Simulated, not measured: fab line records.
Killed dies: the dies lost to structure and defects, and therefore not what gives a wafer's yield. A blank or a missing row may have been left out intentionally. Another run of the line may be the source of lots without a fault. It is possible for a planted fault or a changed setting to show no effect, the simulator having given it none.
Code-filled problem report in 8D (eight disciplines) form + flow nand-harc + the parts of the form that need people (team, actions taken, sign-off) are left out

1. THE ISSUE
Mean of killed-at-array at NHARC_END_SORT_01: 94 across 9 wafers in 3 lots; on wafers with no fault it is 28 (standard deviation 10). That is +6.6 standard deviations from the usual mean.
Seen first at day 23 00:32 on prober-02, wafer L946.1. The record has a number at this step for 9 wafers belonging to 3 lots. Rule for "out" (also "out of limits"): further than 4 standard deviations from the usual mean. Any other wafer with a number is counted as sound.

2. WHAT IT IS; WHAT IT IS NOT
| question                    | is                           | is not                                                          |
|-----------------------------|------------------------------|-----------------------------------------------------------------|
| which readings at this step | killed-at-array, killed-dies | killed-at-other, killed-at-periphery, killed-open, killed-short |
| which lots                  | L945, L946, L947             | -                                                               |
| which wafers of those lots  | all that have a number       | -                                                               |
| read on which gauges        | prober-01, prober-02         | -                                                               |
| when                        | from day 23 00:32            | up to then (0 sound wafers)                                     |

3. THE SUSPECTS, EACH WITH WHAT RULES IT OUT
Counting: a tool stays on the suspect list if, at a process step up to the reading, it processed all lots that are out and no sound lot following the first of them.
- the gauge at NHARC_END_SORT_01 has been ruled out. The wafers that are out were read on 2 gauges (prober-01, prober-02).
- rie-diel-04 at NHARC_A_CONTACT_ETCH_76 (etches the open film in N2/H2, target depth 260 nm, time 475.3 s): kept. It ran every lot that is out, first L947 (day 19 21:43), and no sound lot after that.
Remaining after the count: rie-diel-04 at NHARC_A_CONTACT_ETCH_76.

4. THE CAUSE (what the simulator had put in)
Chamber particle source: rie-diel-04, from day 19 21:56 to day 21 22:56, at NHARC_A_CONTACT_ETCH_76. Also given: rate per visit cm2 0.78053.
Only this tool survived the counting.

5. THE CHAIN OF EFFECTS, in route order
Each row: a reading where the mean over the struck wafers with a number is more than 3 standard deviations away from the usual. Readings are gone through only where the record gives a usual standard deviation; hours: the median, over the lots, of the time from a lot's start at the first step in this table giving one to that lot's start at this step; sigmas: the change measured in usual standard deviations.
| hours | step              | reading         | usual | on struck wafers | change | sigmas |
|-------|-------------------|-----------------|-------|------------------|--------|--------|
| 0     | NHARC_END_SORT_01 | killed-at-array | 28    | 94               | +66    | +6.6   |
| 0     | NHARC_END_SORT_01 | killed-dies     | 32    | 97               | +65    | +6.5   |

6. WHAT WOULD HAVE CAUGHT IT SOONER
In this record the first reading out of limits at a measuring or inspecting step was taken at day 23 00:32, 75 hours after the fault began at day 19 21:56.
Of the tool readings at NHARC_A_CONTACT_ETCH_76 for which the record gives a usual standard deviation, none was out on any struck wafer, so an alarm limit of 4 standard deviations on them would not have fired.
Each of the lots that are out, 3 in all, had begun NHARC_A_CONTACT_ETCH_76 on rie-diel-04 no later than day 23 00:32. Holding the tool at that point would not have protected any of them.
